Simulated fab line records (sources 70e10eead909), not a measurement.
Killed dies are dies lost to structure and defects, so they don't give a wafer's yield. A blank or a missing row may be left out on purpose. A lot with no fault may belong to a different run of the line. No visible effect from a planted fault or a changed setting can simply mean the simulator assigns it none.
A single fault, viewed from 2 desks / flow nand_harc / only its own numbers are on each desk; what lay behind them is given at the end

THE METROLOGY DESK
Lot by lot, what the gauges showed, no matter which tool ran the lot: averages of those sampled wafers that carry a number. Marked OUT: a lot whose mean sits more than 4 standard deviations from the usual mean, which makes it out of limits; the brackets give that distance.
Columns: A = overlay_x_nm at NHARC_A_M1_OVL_MEAS_10, usual 0.0 nm; B = overlay_y_nm at NHARC_A_M1_OVL_MEAS_10, usual -0.2 nm; C = thk_nm at NHARC_A_BONDPAD_THK_MEAS_30, usual 199.9 nm; D = overlay_x_nm at NHARC_A_BONDPAD_OVL_MEAS_35, usual -2 nm; E = overlay_y_nm at NHARC_A_BONDPAD_OVL_MEAS_35, usual 1 nm
lot=L574; first seen here=day 23 20:35; A=0.4; B=1.6; C=201.6; D=2; E=8
lot=L575; first seen here=day 23 22:39; A=0.2; B=-1.6; C=200.9; D=3; E=-5
lot=L577; first seen here=day 24 01:29; A=-0.5; B=0.6; C=200.2; D=2; E=6
lot=L576; first seen here=day 24 03:19; A=-0.3; B=-1.7; C=200.8; D=-5; E=-2
lot=L579; first seen here=day 25 03:31; A=-0.2; B=-1.2; C=199.3; D=-1; E=3
lot=L578; first seen here=day 25 04:37; A=0.7; B=-0.2; C=198.6; D=-6; E=8
lot=L580; first seen here=day 25 22:47; A=-0.4; B=-0.7; C=200.0; D=11; E=-7
lot=L583; first seen here=day 26 12:30; A=0.7; B=-0.3; C=200.8; D=2; E=-1
lot=L582; first seen here=day 26 18:08; A=0.3; B=-0.2; C=197.2; D=4; E=4
lot=L584; first seen here=day 27 14:37; A=0.8; B=-0.7; C=200.7; D=12; E=8
lot=L593; first seen here=day 30 19:20; A=0.2; B=0.2; C=190.3 (-6.8) OUT; D=-11; E=1
lot=L594; first seen here=day 32 22:17; A=-0.6; B=0.7; C=199.9; D=-9; E=10
lot=L596; first seen here=day 33 01:32; A=-0.2; B=-0.6; C=198.1; D=-8; E=3
This desk finds L593 out of limits, L593 being first, at day 30 23:22 (thk_nm at NHARC_A_BONDPAD_THK_MEAS_30). L574, L575, L577, L576, L579, L578, L580, L583, L582, L584, L594, L596: within limits.

TOOL OWNER'S DESK, pecvd-04
The tool's own readings at NHARC_A_BONDPAD_DEP_00 (deposits SiCN, target thk 250 nm): means of the sampled wafers that have a number, for each lot that ran on this tool. Marked OUT: a lot whose mean sits more than 4 standard deviations from the usual mean, which makes it out of limits; the brackets give that distance.
Columns: A = heater_power_w at NHARC_A_BONDPAD_DEP_00, usual 558 W
lot=L575; first seen here=day 24 02:16; A=570
lot=L577; first seen here=day 24 05:13; A=491
lot=L576; first seen here=day 24 07:03; A=500
lot=L578; first seen here=day 25 08:07; A=534
lot=L580; first seen here=day 26 02:10; A=541
lot=L583; first seen here=day 26 15:59; A=566
lot=L582; first seen here=day 26 21:31; A=542
lot=L593; first seen here=day 30 22:50; A=486
lot=L594; first seen here=day 33 01:50; A=501
Result from this desk: across the 9 lots, nothing is out of limits.

ALL TOGETHER
On L593, the metrology desk was in a position to raise an alarm at day 30 23:22.
The tool owner's desk saw nothing out of limits.
The tool owner's desk has L593 on record, within its limits.
The lots listed all ran NHARC_A_BONDPAD_DEP_00 on pecvd-04.

WHAT HAD BEEN PUT IN BY THE SIMULATOR
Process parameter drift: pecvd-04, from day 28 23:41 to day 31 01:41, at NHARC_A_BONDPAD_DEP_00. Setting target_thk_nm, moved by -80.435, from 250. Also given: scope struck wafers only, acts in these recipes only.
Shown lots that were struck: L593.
Time in hours between the start of the fault and the first out-of-limits reading at each desk: metrology desk, 48.
